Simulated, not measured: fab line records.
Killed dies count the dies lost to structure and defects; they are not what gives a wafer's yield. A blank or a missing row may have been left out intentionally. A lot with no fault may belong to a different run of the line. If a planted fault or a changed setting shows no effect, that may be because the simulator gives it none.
Chamber matching ; flow n5Finfet ; N5_BEOL_M8_DESCUM_33 on rieDiel-06 has 4 sister chambers
The step chemistry O2, time 7 s. 4 wafers are shown with their chamber, then 9 later ones without.

WAFERS WITH THEIR CHAMBER
wafer;chamber;showerheadPlenumPTorr (Torr)
L085.5;3;2.06
L086.1;1;2.23
L086.2;2;2.13
L086.5;0;2.15

WAFERS WITHOUT THEIR CHAMBER
wafer;showerheadPlenumPTorr (Torr)
L087.3;2.15
L087.4;2.23
L087.6;2.23
L091.1;2.13
L091.3;2.06
L091.4;2.14
L096.2;2.22
L096.3;2.13
L096.4;2.05

EACH ONE'S CHAMBER
wafer;from the rows above;in truth
L087.3;0;0
L087.4;1;1
L087.6;1;1
L091.1;2;2
L091.3;3;3
L091.4;can't be placed: 0 or 2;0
L096.2;1;1
L096.3;2;2
L096.4;3;3
Correctly placed: 8 of 9. Can't be placed from these rows: 1 (the true chamber is among the candidates in 1). Placed wrongly: 0.
How it was worked out, from the rows above alone: a wafer's distance from a chamber is the root of the sum, over the readings, of the square of ((its reading less the chamber's mean) divided by the reading's scatter). If the next closest chamber is less than 2 further off than the closest, the wafer can't be placed; otherwise it belongs to the closest. The mean given for a chamber averages the wafers shown for that chamber. The scatter (one wafer shown for each chamber): square how far every hidden wafer sits from the nearest shown wafer, average those squares and take the square root.
